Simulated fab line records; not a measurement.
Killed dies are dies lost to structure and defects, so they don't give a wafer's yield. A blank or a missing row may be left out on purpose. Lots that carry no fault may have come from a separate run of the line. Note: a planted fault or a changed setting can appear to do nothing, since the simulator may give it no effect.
Comparing a struck lot with a sound one -- flow n5Finfet -- 16 steps out of a route of 1938
Sound: these wafers, L634.3, L634.4, L634.6. The struck wafers were L645.1, L645.4, L645.6. The cause is given at the end.
At each step with rows: each side's tool, then ch and its chambers, then its first start. Under that, the readings that differ: sound wafers -- struck wafers -- difference of the means -- sigmas: that difference in standard deviations of wafers without a fault.
alike: same words and numbers on both sides, and readings whose means sit less than 2 such deviations apart. not compared: any withheld reading, any reading some wafer has no value for, any bound like >300 that may hide the same value, and any number with overlapping values for which the record gives no deviation.
The two part at a step that has a row with sigmas, a row that says differs or no value, or rows on one side only. Numbers that don't overlap but have no deviation are shown without sigmas and don't part them. A reading missing from all wafers of one side parts the sides only when that side holds two or more wafers.

first, 6 steps without rows for these wafers: N5_MOL_CONTACT_COAG_COAT_34 (resist thk 40 nm); N5_MOL_CONTACT_COAG_EBR_36; N5_MOL_CONTACT_COAG_SOFTBAKE_35 (time 60 s); N5_MOL_CONTACT_COAG_EXPOSE_37 (exposes mask VD, defocus 0 nm); N5_MOL_CONTACT_COAG_PEB_38 (peb time 60 s); N5_MOL_CONTACT_COAG_DEVELOP_39 (develop time 30 s).
N5_MOL_CONTACT_COAG_CD_MEAS_40 targets a cd of 25.1 nm.
  sound on cdSem-02 ch 0, day 5 12:51; struck on cdSem-02 ch 0, day 8 12:02
  alike: cdNm
N5_MOL_CONTACT_COAG_OVL_MEAS_41:
  sound on overlay-01 ch 0, day 5 12:53; struck on overlay-02 ch 0, day 8 12:04
  alike: VD_OVL
N5_MOL_CONTACT_COAG_INSPECT_42: inspects for defects (brightfield).
  sound: defectInspect-02 at day 5 12:56; struck: defectInspect-01 at day 8 12:07
  alike: rawDefectCount
N5_MOL_CONTACT_COAG_DESCUM_45: chemistry O2, time 7 s.
  sound on rieDiel-04 ch 0,1, day 5 13:08; struck on rieDiel-06 ch 1,2,3, day 8 12:28
  alike: drypumpMotorCurrentA, oesProductAu, rfVppV, showerheadPlenumPTorr, throttleValvePct
  not compared: rfHoursCounterH
N5_MOL_CONTACT_COAG_ETCH_65: etches underlayer in N2/H2, target depth 13 nm, time 10.4 s.
  sound on rieDiel-04 ch 0,1, day 5 13:10; struck on rieDiel-06 ch 1,2,3, day 8 12:29
  alike: drypumpMotorCurrentA, etchRfOnTimeS, n2FlowSccm, oesProductAu, rfVppV, showerheadPlenumPTorr, throttleValvePct
  not compared: rfHoursCounterH
N5_MOL_CONTACT_COAG_ETCH_66: etches SiARC in CF4, target depth 13 nm, time 21.7 s.
  sound on rieDiel-04 ch 0,1, day 5 13:11; struck on rieDiel-06 ch 1,2,3, day 8 12:31
  alike: drypumpMotorCurrentA, etchRfOnTimeS, mfcArSccm, oesProductAu, rfVppV, showerheadPlenumPTorr, throttleValvePct
  not compared: rfHoursCounterH
N5_MOL_CONTACT_COAG_ALD_133: deposits SiO2, target thk 5 nm, pulse time 1 s, co reactant pulse time 1 s.
  sound on aldSin-02 ch 1,2,3, day 5 13:16; struck on aldSin-03 ch 0,1,2, day 8 12:35
reading,sound,struck,difference,sigmas
aldCycles,35 35 35,37 37 37,+2,
  alike: heaterPowerW, precursorPulseHeightRel
N5_MOL_CONTACT_COAG_ETCHBACK_134: etches SiO2 in CHF3, target depth 10 nm, time 6.7 s.
  sound on rieDiel-04 ch 0,1,3, day 5 13:26; struck on rieDiel-04 ch 2,3, day 8 12:46
  alike: drypumpMotorCurrentA, mfcArSccm, oes_f_703_au, oesProductAu, rfVppV, showerheadPlenumPTorr, throttleValvePct
  not compared: rfHoursCounterH
-- record jumps: 3 days separate the struck wafers' starts on either side; left off in module MOL_CONTACT_COAG, taken up again in module BEOL_M4, whose first shown step is the route's number 1111 --
N5_BEOL_M4_RC_MEAS_101:
  sound on prober-01 ch 0, day 8 07:29; struck on prober-01 ch 0, day 11 15:11
  alike: DIBL_N, DIBL_P, IOFF_N, IOFF_P, ION_N, ION_P, SS_N, SS_P, VT_N, VT_P
N5_PASSIVATION_PROBE_49:
  the record has rows for the sound wafers here (prober-02, day 12 13:32) and none for the struck ones

== WHERE THEY PART ==
Only at N5_PASSIVATION_PROBE_49, as far as this record shows.

WHY: what the simulator had put in
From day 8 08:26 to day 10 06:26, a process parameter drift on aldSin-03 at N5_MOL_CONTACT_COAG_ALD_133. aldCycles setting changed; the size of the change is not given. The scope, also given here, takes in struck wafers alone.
